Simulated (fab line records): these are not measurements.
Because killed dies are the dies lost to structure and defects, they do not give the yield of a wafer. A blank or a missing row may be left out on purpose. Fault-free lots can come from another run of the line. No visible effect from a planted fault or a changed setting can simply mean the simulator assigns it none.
fab line records | flow n5-finfet | part 1 of 2: steps 1 to 24 of 30
record: lots: 5 | wafers: 15 | last-day: 16
route steps=1938 shown BEOL_M10@1479
lots with no fault: from the same line, run without faults
start-h: hours from the record's opening day to when the first of the lot's shown wafers began | wait-h: hours elapsed since this lot's preceding step | " same as the row above | L1.1+2: a row that stands for several wafers | - no value, or no start given | * or withheld: withheld | < > ~ a bound
route shown NAME@n: NAME is a module with steps in the file, n the number in the route of the first one | usual: the fault-free wafers' mean and standard deviation | same: alike in all rows | chamber/n: place in a boat | sites: per-site readings | _std_site: how widely they spread, as a standard deviation | _edge_site: the outer-site mean with the inner-site mean subtracted | radius-mm: for every site, how far away it sits from the centre of the wafer | mask NAME#n: copy n | behind: the tool/chamber that last shaped the wafer | hold: cause of the lot's hold/its duration in hours/its outcome | device: the n, p or np transistor that did not switch | end of line: the same wafers' tests at the end of the route | a step given without rows: its recipe and nothing more | killed: at the first sort, the dies lost to defects and structure; wafer yield is something else | map: the dies of a wafer, with x for killed, . for not killed, _ for no die there
set.NAME: setting as actually run; set.NAME@STEP: the setting as run at that earlier step | model.NAME: the simulator's own value behind a step, which no gauge read
lots at some steps of the route; a table a step, a row a wafer
services: from which hour (start-h, from the record's first day; less than 0 if before it) a tool's chamber was out of use, for how many hours, and why
== steps ==
step: N5_BEOL_M10_SOFTBAKE_06
recipe: temp-c: 110 | time-s: 60 | resist: CAR-ArF
same: time-s: 60
lot.wafer  | tool           | chamber | start-h | wait-h
L079.3+4+6 | litho-track-04 | 0       | -       | -
L080.1+5+6 | litho-track-04 | 0       | -       | -
L085.2+3+6 | litho-track-03 | 0       | -       | -
L089.1+4+6 | litho-track-02 | 0       | -       | -
L094.1+5+6 | litho-track-03 | 0       | -       | -
step: N5_BEOL_M10_EXPOSE_08
recipe: mask-id: M10 | na: 1.35 | source-shape: dipole | sigma-inner: 0.411 | sigma-outer: 0.611 | polarization: te | dose-mj: 53.75
lot.wafer  | tool            | chamber | start-h | wait-h | mask
L079.3+4+6 | arfi-scanner-01 | 0       | 227.10  | -      | M10#0
L080.1+5+6 | arfi-scanner-03 | 0       | 247.50  | -      | M10#0
L085.2+3+6 | arfi-scanner-03 | 0       | 277.59  | -      | M10#0
L089.1+4+6 | arfi-scanner-01 | 0       | 314.42  | -      | M10#0
L094.1+5+6 | arfi-scanner-03 | 0       | 333.94  | -      | M10#0
step: N5_BEOL_M10_PEB_09
recipe: peb-temp-c: withheld | peb-time-s: 60 | resist: CAR-ArF
lot.wafer  | tool           | chamber | start-h | wait-h
L079.3+4+6 | litho-track-03 | 0       | 227.15  | 0.0
L080.1+5+6 | litho-track-04 | 0       | 247.56  | 0.1
L085.2+3+6 | litho-track-03 | 0       | 277.65  | 0.0
L089.1+4+6 | litho-track-02 | 0       | 314.48  | 0.1
L094.1+5+6 | litho-track-02 | 0       | 334.00  | 0.1
step: N5_BEOL_M10_DEVELOP_10
recipe: develop-time-s: 30 | developer: TMAH | resist: CAR-ArF | rinse-liquid: diw | dry: air-spin | dev-temp-c: 23
lot.wafer  | tool           | chamber | start-h | wait-h
L079.3+4+6 | litho-track-03 | 0       | -       | -
L080.1+5+6 | litho-track-04 | 0       | -       | -
L085.2+3+6 | litho-track-03 | 0       | -       | -
L089.1+4+6 | litho-track-02 | 0       | -       | -
L094.1+5+6 | litho-track-02 | 0       | -       | -
step: N5_BEOL_M10_CD_MEAS_11
recipe: target-cd-nm: 64.1 | landing-energy-ev: 500 | detector: se-inlens | polarity: opening
usual: cd-nm: 64.3/0.51
lot.wafer | tool      | chamber | start-h | wait-h | cd-nm
L079.3    | cd-sem-02 | 0       | 227.22  | -      | 64.4
L079.4    | "         | 0       | "       | "      | 64.1
L079.6    | "         | 0       | "       | "      | 63.7
L080.1    | cd-sem-02 | 0       | 247.63  | -      | 65.1
L080.5    | "         | 0       | "       | "      | 65.0
L080.6    | "         | 0       | "       | "      | 65.1
L085.2    | cd-sem-03 | 0       | 277.71  | -      | 63.9
L085.3    | "         | 0       | "       | "      | 65.6
L085.6    | "         | 0       | "       | "      | 63.4
L089.1    | cd-sem-01 | 0       | 314.55  | -      | 63.4
L089.4    | "         | 0       | "       | "      | 63.9
L089.6    | "         | 0       | "       | "      | 63.1
L094.1    | cd-sem-01 | 0       | 334.07  | -      | 63.5
L094.5    | "         | 0       | "       | "      | 63.4
L094.6    | "         | 0       | "       | "      | 64.1
step: N5_BEOL_M10_OVL_MEAS_12
recipe: points-per-wafer: 44
usual: M10_OVL: 0.8/0.87
lot.wafer | tool       | chamber | start-h | wait-h | M10_OVL[nm]
L079.3    | overlay-02 | 0       | 227.25  | 0.0    | 2.0
L079.4    | "          | 0       | "       | "      | 1.2
L079.6    | "          | 0       | "       | "      | 0.5
L080.1    | overlay-02 | 0       | 247.66  | 0.0    | 0.8
L080.5    | "          | 0       | "       | "      | 1.4
L080.6    | "          | 0       | "       | "      | 0.8
L085.2    | overlay-01 | 0       | 277.74  | 0.0    | 1.1
L085.3    | "          | 0       | "       | "      | 2.2
L085.6    | "          | 0       | "       | "      | 0.5
L089.1    | overlay-02 | 0       | 314.58  | 0.0    | -0.7
L089.4    | "          | 0       | "       | "      | -1.6
L089.6    | "          | 0       | "       | "      | 0.6
L094.1    | overlay-02 | 0       | 334.10  | 0.0    | 1.7
L094.5    | "          | 0       | "       | "      | 1.4
L094.6    | "          | 0       | "       | "      | 1.7
step: N5_BEOL_M10_INSPECT_13
recipe: mode: adi | inspect-instrument: brightfield
usual: raw-defect-count: 427/100
lot.wafer | tool              | chamber | start-h | wait-h | raw-defect-count
L079.3    | defect-inspect-02 | -       | 227.27  | 0.0    | 410
L079.4    | "                 | -       | "       | "      | 391
L079.6    | "                 | -       | "       | "      | 337
L080.1    | defect-inspect-01 | -       | 247.68  | 0.0    | 307
L080.5    | "                 | -       | "       | "      | 302
L080.6    | "                 | -       | "       | "      | 276
L085.2    | defect-inspect-01 | -       | 277.77  | 0.0    | 413
L085.3    | "                 | -       | "       | "      | 572
L085.6    | "                 | -       | "       | "      | 468
L089.1    | defect-inspect-02 | -       | 314.60  | 0.0    | 568
L089.4    | "                 | -       | "       | "      | 498
L089.6    | "                 | -       | "       | "      | 417
L094.1    | defect-inspect-02 | -       | 334.12  | 0.0    | 279
L094.5    | "                 | -       | "       | "      | 273
L094.6    | "                 | -       | "       | "      | 278
step: N5_BEOL_M10_DESCUM_16
recipe: chemistry: O2 | time-s: 7.9 | source-power-w: 50 | bias-power-w: 20 | pressure-mtorr: 20 | rf-frequency-hz: 2.712e+07 | temp-c: 40 | resist: CAR-ArF | o2-flow-sccm: 225
usual: chamber-pressure-mTorr: 19.999/0.019 | drypump-motor-current-A: 5.6/0.52 | oes-product-au: 0.81/0.081 | rf-vpp-V: 243.3/1.3 | showerhead-plenum-p-Torr: 2.10/0.069 | throttle-valve-pct: 20.47/0.2
same: time-s: 7.9
lot.wafer | tool        | chamber | start-h | wait-h | chamber-pressure-mTorr | drypump-motor-current-A | oes-product-au | rf-hours-counter-h | rf-vpp-V | showerhead-plenum-p-Torr | throttle-valve-pct
L079.3    | rie-diel-01 | 2       | 227.31  | 0.0    | 20.008                 | 5.1                     | 0.76           | 130                | 245.7    | 2.19                     | 20.72
L079.4    | "           | 3       | "       | "      | 19.997                 | 6.5                     | 0.83           | 69                 | 245.5    | 2.22                     | 20.22
L079.6    | "           | 1       | "       | "      | 19.995                 | 5.7                     | 0.91           | -                  | 241.8    | 2.05                     | 20.27
L080.1    | rie-diel-06 | 3       | 248.53  | 0.8    | 20.023                 | 4.9                     | 0.79           | 103                | 242.2    | 2.03                     | 20.21
L080.5    | "           | 3       | "       | "      | 20.021                 | 4.9                     | 0.79           | -                  | 242.2    | 2.03                     | 20.22
L080.6    | "           | 0       | "       | "      | 19.998                 | 5.0                     | 0.71           | -                  | 245.6    | 2.15                     | 20.66
L085.2    | rie-diel-01 | 0       | 277.83  | 0.1    | 20.007                 | 5.6                     | 0.70           | 244                | 241.2    | 2.06                     | 20.71
L085.3    | "           | 1       | "       | "      | 20.006                 | 5.7                     | 0.88           | 39                 | 242.6    | 2.05                     | 20.30
L085.6    | "           | 0       | "       | "      | 20.049                 | 5.6                     | 0.71           | -                  | 241.1    | 2.06                     | 20.69
L089.1    | rie-diel-03 | 3       | 314.64  | 0.0    | 20.045                 | 5.8                     | 0.86           | 66                 | 244.0    | 2.13                     | 20.55
L089.4    | "           | 3       | "       | "      | 20.000                 | 5.8                     | 0.86           | -                  | 243.1    | 2.13                     | 20.55
L089.6    | "           | 3       | "       | "      | 19.994                 | 5.8                     | 0.86           | -                  | 245.1    | 2.13                     | 20.55
L094.1    | rie-diel-03 | 1       | 334.16  | 0.0    | 19.997                 | 4.8                     | 0.75           | 153                | 241.3    | 2.01                     | 20.19
L094.5    | "           | 0       | "       | "      | 19.965                 | 6.3                     | 0.93           | -                  | 244.0    | 2.15                     | 20.45
L094.6    | "           | 1       | "       | "      | 19.997                 | 4.9                     | 0.76           | -                  | 241.8    | 2.01                     | 20.17
step: N5_BEOL_M10_ETCH_61
recipe: chemistry: CF4 | target: SiARC | target-depth-a: 390 | mask-material: CAR-ArF | time-s: 65 | ion-energy-ev: 80 | pressure-mtorr: 40 | source-w: 545 | bias-w: 36 | Ar_flow_sccm: 100 | cf4-flow-sccm: 100 | ends: cleared
usual: chamber-pressure-mTorr: 40.00/0.042 | drypump-motor-current-A: 5.6/0.52 | etch-rf-on-time-s: 64.6/1.8 | oes-product-au: 0.69/0.072 | rf-vpp-V: 184.1/1.2 | showerhead-plenum-p-Torr: 2.15/0.07 | throttle-valve-pct: 15.60/0.23
lot.wafer | tool        | chamber | start-h | wait-h | chamber-pressure-mTorr | drypump-motor-current-A | etch-rf-on-time-s | oes-product-au | rf-hours-counter-h | rf-vpp-V | showerhead-plenum-p-Torr | throttle-valve-pct
L079.3    | rie-diel-01 | 2       | 227.34  | 0.0    | 40.02                  | 5.1                     | 66.2              | 0.65           | 130                | 185.1    | 2.24                     | 15.92
L079.4    | "           | 3       | "       | "      | 40.04                  | 6.5                     | 63.1              | 0.71           | 69                 | 185.0    | 2.26                     | 15.36
L079.6    | "           | 1       | "       | "      | 40.03                  | 5.7                     | 63.3              | 0.79           | -                  | 183.3    | 2.10                     | 15.39
L080.1    | rie-diel-06 | 3       | 248.56  | 0.0    | 40.00                  | 4.9                     | 67.2              | 0.67           | 103                | 184.0    | 2.06                     | 15.25
L080.5    | "           | 3       | "       | "      | 40.03                  | 4.9                     | 67.3              | 0.66           | -                  | 182.3    | 2.06                     | 15.27
L080.6    | "           | 0       | "       | "      | 40.00                  | 5.0                     | 64.8              | 0.61           | -                  | 183.4    | 2.20                     | 15.86
L085.2    | rie-diel-01 | 0       | 277.86  | 0.0    | 39.97                  | 5.6                     | 65.8              | 0.59           | 244                | 183.4    | 2.10                     | 15.91
L085.3    | "           | 1       | "       | "      | 40.00                  | 5.8                     | 64.7              | 0.75           | 39                 | 185.1    | 2.10                     | 15.44
L085.6    | "           | 0       | "       | "      | 40.01                  | 5.6                     | 65.7              | 0.60           | -                  | 183.3    | 2.10                     | 15.93
L089.1    | rie-diel-03 | 3       | 314.69  | 0.0    | 40.00                  | 5.8                     | 65.7              | 0.72           | 66                 | 184.8    | 2.16                     | 15.60
L089.4    | "           | 3       | "       | "      | 40.02                  | 5.8                     | 65.5              | 0.72           | -                  | 183.7    | 2.16                     | 15.59
L089.6    | "           | 3       | "       | "      | 39.97                  | 5.8                     | 65.7              | 0.72           | -                  | 185.0    | 2.16                     | 15.62
L094.1    | rie-diel-03 | 1       | 334.19  | 0.0    | 40.01                  | 4.8                     | 66.7              | 0.64           | 153                | 183.1    | 2.06                     | 15.36
L094.5    | "           | 0       | "       | "      | 40.03                  | 6.2                     | 60.9              | 0.81           | -                  | 186.0    | 2.19                     | 15.48
L094.6    | "           | 1       | "       | "      | 40.01                  | 4.8                     | 66.5              | 0.64           | -                  | 182.5    | 2.06                     | 15.35
step: N5_BEOL_M10_ETCH_62
recipe: chemistry: N2/H2 | target: SOC | target-depth-a: 1100 | overetch-a: 220 | mask-material: SiARC | temp-c: 40 | time-s: 165 | ion-energy-ev: 200 | pressure-mtorr: 30 | source-w: 840 | bias-w: 150 | n2-flow-sccm: 200 | h2-flow-sccm: 200
usual: chamber-pressure-mTorr: 30.000/0.028 | drypump-motor-current-A: 5.6/0.52 | oes-product-au: 0.68/0.063 | rf-vpp-V: 524.0/2.3 | showerhead-plenum-p-Torr: 2.55/0.086 | throttle-valve-pct: 17.84/0.23
same: time-s: 165
lot.wafer | tool        | chamber | start-h | wait-h | chamber-pressure-mTorr | drypump-motor-current-A | oes-product-au | rf-hours-counter-h | rf-vpp-V | showerhead-plenum-p-Torr | throttle-valve-pct
L079.3    | rie-diel-01 | 2       | 227.39  | 0.0    | 30.024                 | 5.1                     | 0.66           | 130                | 526.7    | 2.66                     | 18.19
L079.4    | "           | 3       | "       | "      | 30.014                 | 6.5                     | 0.70           | 69                 | 528.2    | 2.69                     | 17.54
L079.6    | "           | 1       | "       | "      | 30.045                 | 5.8                     | 0.76           | -                  | 523.7    | 2.49                     | 17.69
L080.1    | rie-diel-06 | 3       | 248.61  | 0.0    | 29.944                 | 4.9                     | 0.67           | 103                | 521.9    | 2.47                     | 17.73
L080.5    | "           | 3       | "       | "      | 29.989                 | 4.9                     | 0.67           | -                  | 522.2    | 2.47                     | 17.75
L080.6    | "           | 0       | "       | "      | 29.990                 | 5.0                     | 0.60           | -                  | 526.1    | 2.63                     | 18.21
L085.2    | rie-diel-01 | 0       | 277.91  | 0.0    | 30.041                 | 5.6                     | 0.60           | 244                | 523.5    | 2.49                     | 18.03
L085.3    | "           | 1       | "       | "      | 29.940                 | 5.7                     | 0.73           | 39                 | 522.1    | 2.48                     | 17.72
L085.6    | "           | 0       | "       | "      | 30.044                 | 5.6                     | 0.60           | -                  | 522.2    | 2.49                     | 18.02
L089.1    | rie-diel-03 | 3       | 314.77  | 0.1    | 29.998                 | 5.8                     | 0.72           | 66                 | 525.8    | 2.56                     | 17.78
L089.4    | "           | 3       | "       | "      | 30.003                 | 5.8                     | 0.72           | -                  | 523.4    | 2.56                     | 17.77
L089.6    | "           | 3       | "       | "      | 30.004                 | 5.8                     | 0.72           | -                  | 524.2    | 2.56                     | 17.77
L094.1    | rie-diel-03 | 1       | 334.24  | 0.0    | 30.019                 | 4.9                     | 0.64           | 153                | 520.1    | 2.43                     | 17.49
L094.5    | "           | 0       | "       | "      | 30.047                 | 6.3                     | 0.77           | -                  | 525.1    | 2.61                     | 17.78
L094.6    | "           | 1       | "       | "      | 29.985                 | 4.8                     | 0.64           | -                  | 521.1    | 2.43                     | 17.50
step: N5_BEOL_M10_STRIP_68
recipe: chemistry: N2/H2 | temp-c: 40 | n2-flow-sccm: 200 | h2-flow-sccm: 200 | rf-frequency-hz: 6e+07
lot.wafer  | tool        | chamber | start-h | wait-h
L079.3+4+6 | rie-diel-01 | 2,3,1   | 227.53  | 0.1
L080.1+5+6 | rie-diel-06 | 3,3,0   | 248.75  | 0.1
L085.2+3+6 | rie-diel-01 | 0,1,0   | 278.05  | 0.1
L089.1+4+6 | rie-diel-03 | 3       | 314.97  | 0.1
L094.1+5+6 | rie-diel-03 | 1,0,1   | 334.38  | 0.1
step: N5_BEOL_M10_STRIP_67
recipe: chemistry: CF4 | resist: SiARC | power-w: 300 | bias-power-w: 75 | pressure-mtorr: 50 | cf4-flow-sccm: 150 | rf-frequency-hz: 6e+07
usual: chamber-pressure-mTorr: 50.00/0.049 | drypump-motor-current-A: 5.6/0.52 | oes-product-au: 0.81/0.075 | rf-vpp-V: 271.1/1.6 | showerhead-plenum-p-Torr: 1.80/0.059 | throttle-valve-pct: 13.57/0.24
lot.wafer | tool        | chamber | start-h | wait-h | chamber-pressure-mTorr | drypump-motor-current-A | oes-product-au | rf-hours-counter-h | rf-vpp-V | showerhead-plenum-p-Torr | throttle-valve-pct
L079.3    | rie-diel-01 | 2       | 227.54  | 0.0    | 49.93                  | 5.1                     | 0.77           | 130                | 272.0    | 1.87                     | 13.85
L079.4    | "           | 3       | "       | "      | 50.00                  | 6.5                     | 0.82           | 69                 | 274.9    | 1.90                     | 13.35
L079.6    | "           | 1       | "       | "      | 49.98                  | 5.7                     | 0.90           | -                  | 268.4    | 1.76                     | 13.33
L080.1    | rie-diel-06 | 3       | 248.76  | 0.0    | 49.96                  | 4.9                     | 0.80           | 103                | 268.3    | 1.73                     | 13.26
L080.5    | "           | 3       | "       | "      | 50.07                  | 4.9                     | 0.79           | -                  | 268.9    | 1.73                     | 13.24
L080.6    | "           | 0       | "       | "      | 50.03                  | 5.0                     | 0.71           | -                  | 272.7    | 1.85                     | 13.87
L085.2    | rie-diel-01 | 0       | 278.06  | 0.0    | 50.04                  | 5.6                     | 0.71           | 244                | 270.3    | 1.77                     | 13.95
L085.3    | "           | 1       | "       | "      | 50.08                  | 5.7                     | 0.88           | 39                 | 271.0    | 1.76                     | 13.38
L085.6    | "           | 0       | "       | "      | 49.97                  | 5.7                     | 0.70           | -                  | 270.5    | 1.77                     | 13.96
L089.1    | rie-diel-03 | 3       | 314.98  | 0.0    | 49.97                  | 5.8                     | 0.85           | 66                 | 271.0    | 1.81                     | 13.57
L089.4    | "           | 3       | "       | "      | 50.04                  | 5.8                     | 0.85           | -                  | 271.2    | 1.81                     | 13.56
L089.6    | "           | 3       | "       | "      | 50.06                  | 5.8                     | 0.86           | -                  | 271.0    | 1.81                     | 13.56
L094.1    | rie-diel-03 | 1       | 334.39  | 0.0    | 49.99                  | 4.8                     | 0.76           | 153                | 269.4    | 1.71                     | 13.31
L094.5    | "           | 0       | "       | "      | 49.99                  | 6.2                     | 0.92           | -                  | 272.5    | 1.84                     | 13.44
L094.6    | "           | 1       | "       | "      | 50.04                  | 4.8                     | 0.76           | -                  | 268.5    | 1.71                     | 13.31
step: N5_BEOL_M10_HM_OPEN_17
recipe: chemistry: Cl2/BCl3 | target-depth-a: 200 | overetch-a: 60 | target: TiN | mask-material: SOC | ion-energy-ev: 150 | pressure-mtorr: 10 | icp-w: 1000 | bias-w: 126 | Cl2_flow_sccm: 53.25 | bcl3-flow-sccm: 21.75 | Ar_flow_sccm: 25
usual: chamber-pressure-mTorr: 9.999/0.0089 | drypump-motor-current-A: 5.8/0.7 | mfc-cl2-sccm: 53.22/0.15 | oes-product-au: 0.62/0.098 | throttle-valve-pct: 22.26/0.21
lot.wafer | tool         | chamber | start-h | wait-h | chamber-pressure-mTorr | drypump-motor-current-A | mfc-cl2-sccm | oes-product-au | rf-hours-counter-h | throttle-valve-pct
L079.3    | rie-metal-03 | 1       | 227.61  | 0.1    | 9.997                  | 4.8                     | 53.15        | 0.52           | -                  | 22.40
L079.4    | "            | 0       | "       | "      | 9.993                  | 6.7                     | 53.12        | 0.59           | -                  | 22.27
L079.6    | "            | 0       | "       | "      | 10.005                 | 6.6                     | 53.04        | 0.58           | -                  | 22.27
L080.1    | rie-metal-02 | 1       | 248.80  | 0.0    | 9.983                  | 6.3                     | 53.09        | 0.57           | 96                 | 22.66
L080.5    | "            | 1       | "       | "      | 10.004                 | 6.3                     | 53.01        | 0.57           | -                  | 22.66
L080.6    | "            | 0       | "       | "      | 10.001                 | 5.9                     | 53.50        | 0.54           | -                  | 22.42
L085.2    | rie-metal-03 | 0       | 278.13  | 0.1    | 10.001                 | 6.7                     | 53.27        | 0.58           | -                  | 22.26
L085.3    | "            | 0       | "       | "      | 10.006                 | 6.6                     | 53.19        | 0.58           | -                  | 22.28
L085.6    | "            | 0       | "       | "      | 10.000                 | 6.7                     | 53.21        | 0.58           | -                  | 22.28
L089.1    | rie-metal-01 | 1       | 315.04  | 0.0    | 9.995                  | 5.5                     | 53.14        | 0.64           | 51                 | 22.07
L089.4    | "            | 0       | "       | "      | 10.007                 | 5.9                     | 53.37        | 0.78           | -                  | 21.89
L089.6    | "            | 1       | "       | "      | 10.004                 | 5.5                     | 53.32        | 0.64           | -                  | 22.08
L094.1    | rie-metal-03 | 0       | 334.43  | 0.0    | 10.003                 | 6.6                     | 53.33        | 0.56           | 97                 | 22.31
L094.5    | "            | 0       | "       | "      | 10.013                 | 6.6                     | 53.41        | 0.55           | -                  | 22.30
L094.6    | "            | 1       | "       | "      | 9.988                  | 4.8                     | 53.47        | 0.79           | -                  | 22.04
step: N5_BEOL_M10_STRIP_19
recipe: chemistry: O2 | power-w: 400 | temp-c: 40 | pressure-mtorr: 30 | rf-frequency-hz: 6e+07 | bias-power-w: 0 | overash-fraction: 0.2 | o2-flow-sccm: 225
usual: chamber-pressure-mTorr: 30.00/0.032 | drypump-motor-current-A: 5.6/0.51 | oes-product-au: 0.80/0.079 | rf-vpp-V: 3.6/0.57 | showerhead-plenum-p-Torr: 2.11/0.074 | throttle-valve-pct: 16.72/0.22
lot.wafer | tool        | chamber | start-h | wait-h | chamber-pressure-mTorr | drypump-motor-current-A | oes-product-au | rf-hours-counter-h | rf-vpp-V | showerhead-plenum-p-Torr | throttle-valve-pct
L079.3    | rie-diel-01 | 1       | 227.69  | 0.1    | 29.99                  | 5.7                     | 0.91           | 24                 | 3.6      | 2.06                     | 16.46
L079.4    | "           | 3       | "       | "      | 30.02                  | 6.5                     | 0.83           | 69                 | 4.5      | 2.22                     | 16.43
L079.6    | "           | 2       | "       | "      | 29.94                  | 5.1                     | 0.77           | -                  | 3.9      | 2.19                     | 16.97
L080.1    | rie-diel-03 | 3       | 249.00  | 0.2    | 30.04                  | 5.8                     | 0.90           | 40                 | 3.1      | 2.15                     | 16.69
L080.5    | "           | 3       | "       | "      | 30.01                  | 5.8                     | 0.90           | -                  | 2.9      | 2.15                     | 16.70
L080.6    | "           | 2       | "       | "      | 29.92                  | 5.8                     | 0.69           | -                  | 3.1      | 1.98                     | 16.90
L085.2    | rie-diel-03 | 2       | 278.30  | 0.1    | 30.03                  | 5.8                     | 0.68           | 248                | 4.3      | 1.98                     | 16.92
L085.3    | "           | 1       | "       | "      | 30.00                  | 4.8                     | 0.77           | 131                | 4.2      | 2.02                     | 16.41
L085.6    | "           | 1       | "       | "      | 30.02                  | 4.8                     | 0.77           | -                  | 2.7      | 2.02                     | 16.42
L089.1    | rie-diel-03 | 0       | 315.15  | 0.1    | 29.99                  | 6.2                     | 0.95           | 9                  | 3.3      | 2.16                     | 16.58
L089.4    | "           | 3       | "       | "      | 30.04                  | 5.8                     | 0.86           | -                  | 3.2      | 2.14                     | 16.76
L089.6    | "           | 0       | "       | "      | 30.01                  | 6.2                     | 0.95           | -                  | 4.4      | 2.16                     | 16.59
L094.1    | rie-diel-06 | 0       | 334.54  | 0.1    | 30.00                  | 5.0                     | 0.69           | 242                | 4.0      | 2.14                     | 16.98
L094.5    | "           | 3       | "       | "      | 29.96                  | 4.9                     | 0.76           | -                  | 3.3      | 2.02                     | 16.48
L094.6    | "           | 2       | "       | "      | 29.97                  | 5.2                     | 0.75           | -                  | 4.2      | 2.02                     | 16.92
step: N5_BEOL_M10_CD_MEAS_18
recipe: pitch-nm: 140 | target-cd-nm: 70
usual: cd-nm: 70.5/0.62
lot.wafer | tool      | chamber | start-h | wait-h | cd-nm
L079.3    | cd-sem-02 | -       | 227.77  | 0.1    | 70.5
L079.4    | "         | -       | "       | "      | 69.4
L079.6    | "         | -       | "       | "      | 70.2
L080.1    | cd-sem-01 | -       | 249.07  | 0.0    | 71.0
L080.5    | "         | -       | "       | "      | 71.2
L080.6    | "         | -       | "       | "      | 71.1
L085.2    | cd-sem-02 | -       | 278.37  | 0.1    | 69.7
L085.3    | "         | -       | "       | "      | 71.6
L085.6    | "         | -       | "       | "      | 69.1
L089.1    | cd-sem-02 | -       | 315.24  | 0.1    | 69.3
L089.4    | "         | -       | "       | "      | 70.2
L089.6    | "         | -       | "       | "      | 69.3
L094.1    | cd-sem-01 | -       | 334.61  | 0.0    | 70.3
L094.5    | "         | -       | "       | "      | 70.2
L094.6    | "         | -       | "       | "      | 70.3
step: N5_BEOL_M10_COAT_63
recipe: resist: SOC | temp-c: 250 | time-s: 60 | spin-rpm: 1500 | resist-thk-nm: 100
same: time-s: 60
lot.wafer  | tool           | chamber | start-h | wait-h
L079.3+4+6 | litho-track-02 | 0       | 231.13  | 3.4
L080.1+5+6 | litho-track-03 | 0       | 249.10  | 0.0
L085.2+3+6 | litho-track-03 | 0       | 282.40  | 4.0
L089.1+4+6 | litho-track-02 | 0       | 315.63  | 0.4
L094.1+5+6 | litho-track-02 | 0       | 337.26  | 2.6
step: N5_BEOL_M10_COAT_64
recipe: resist: SiARC | temp-c: 220 | time-s: 60 | spin-rpm: 1500 | resist-thk-nm: 30
same: time-s: 60
lot.wafer  | tool           | chamber | start-h | wait-h
L079.3+4+6 | litho-track-02 | 0       | -       | -
L080.1+5+6 | litho-track-03 | 0       | -       | -
L085.2+3+6 | litho-track-03 | 0       | -       | -
L089.1+4+6 | litho-track-02 | 0       | -       | -
L094.1+5+6 | litho-track-02 | 0       | -       | -
step: N5_BEOL_M10_COAT_22
recipe: resist: CAR-ArF | spin-rpm: 1500 | resist-thk-nm: 90
lot.wafer  | tool           | chamber | start-h | wait-h
L079.3+4+6 | litho-track-02 | 0       | -       | -
L080.1+5+6 | litho-track-03 | 0       | -       | -
L085.2+3+6 | litho-track-03 | 0       | -       | -
L089.1+4+6 | litho-track-02 | 0       | -       | -
L094.1+5+6 | litho-track-02 | 0       | -       | -
step: N5_BEOL_M10_EBR_24
recipe: solvent: PGMEA | ebr-width-mm: 1.5
lot.wafer  | tool           | chamber | start-h | wait-h
L079.3+4+6 | litho-track-02 | 0       | -       | -
L080.1+5+6 | litho-track-03 | 0       | -       | -
L085.2+3+6 | litho-track-03 | 0       | -       | -
L089.1+4+6 | litho-track-02 | 0       | -       | -
L094.1+5+6 | litho-track-02 | 0       | -       | -
step: N5_BEOL_M10_SOFTBAKE_23
recipe: temp-c: 110 | time-s: 60 | resist: CAR-ArF
same: time-s: 60
lot.wafer  | tool           | chamber | start-h | wait-h
L079.3+4+6 | litho-track-02 | 0       | -       | -
L080.1+5+6 | litho-track-03 | 0       | -       | -
L085.2+3+6 | litho-track-03 | 0       | -       | -
L089.1+4+6 | litho-track-02 | 0       | -       | -
L094.1+5+6 | litho-track-02 | 0       | -       | -
step: N5_BEOL_M10_EXPOSE_25
recipe: mask-id: V9 | na: 1.35 | source-shape: annular | sigma-inner: 0.5 | sigma-outer: 0.8 | polarization: unpolarized | dose-mj: 85.5
lot.wafer  | tool            | chamber | start-h | wait-h | mask
L079.3+4+6 | arfi-scanner-01 | 0       | 231.26  | -      | V9#0
L080.1+5+6 | arfi-scanner-01 | 0       | 249.35  | -      | V9#0
L085.2+3+6 | arfi-scanner-03 | 0       | 282.65  | -      | V9#0
L089.1+4+6 | arfi-scanner-01 | 0       | 315.88  | -      | V9#0
L094.1+5+6 | arfi-scanner-02 | 0       | 337.50  | -      | V9#0
step: N5_BEOL_M10_PEB_26
recipe: peb-temp-c: withheld | peb-time-s: 60 | resist: CAR-ArF
lot.wafer  | tool           | chamber | start-h | wait-h
L079.3+4+6 | litho-track-02 | 0       | 231.31  | 0.0
L080.1+5+6 | litho-track-04 | 0       | 249.41  | 0.1
L085.2+3+6 | litho-track-03 | 0       | 282.71  | 0.1
L089.1+4+6 | litho-track-02 | 0       | 315.94  | 0.1
L094.1+5+6 | litho-track-03 | 0       | 337.57  | 0.1
step: N5_BEOL_M10_DEVELOP_27
recipe: develop-time-s: 30 | developer: TMAH | resist: CAR-ArF | rinse-liquid: diw | dry: air-spin | dev-temp-c: 23
lot.wafer  | tool           | chamber | start-h | wait-h
L079.3+4+6 | litho-track-02 | 0       | -       | -
L080.1+5+6 | litho-track-04 | 0       | -       | -
L085.2+3+6 | litho-track-03 | 0       | -       | -
L089.1+4+6 | litho-track-02 | 0       | -       | -
L094.1+5+6 | litho-track-03 | 0       | -       | -
step: N5_BEOL_M10_CD_MEAS_28
recipe: target-cd-nm: 70 | landing-energy-ev: 500 | detector: se-inlens | polarity: opening
usual: cd-nm: 69.8/1.1
lot.wafer | tool      | chamber | start-h | wait-h | cd-nm
L079.3    | cd-sem-02 | 0       | 231.38  | -      | 69.7
L079.4    | "         | 0       | "       | "      | 71.4
L079.6    | "         | 0       | "       | "      | 68.6
L080.1    | cd-sem-02 | 0       | 249.48  | -      | 70.3
L080.5    | "         | 0       | "       | "      | 70.9
L080.6    | "         | 0       | "       | "      | 71.3
L085.2    | cd-sem-01 | 0       | 282.77  | -      | 69.2
L085.3    | "         | 0       | "       | "      | 68.5
L085.6    | "         | 0       | "       | "      | 69.6
L089.1    | cd-sem-03 | 0       | 316.01  | -      | 69.9
L089.4    | "         | 0       | "       | "      | 69.1
L089.6    | "         | 0       | "       | "      | 69.9
L094.1    | cd-sem-02 | 0       | 337.63  | -      | 69.7
L094.5    | "         | 0       | "       | "      | 68.6
L094.6    | "         | 0       | "       | "      | 68.8
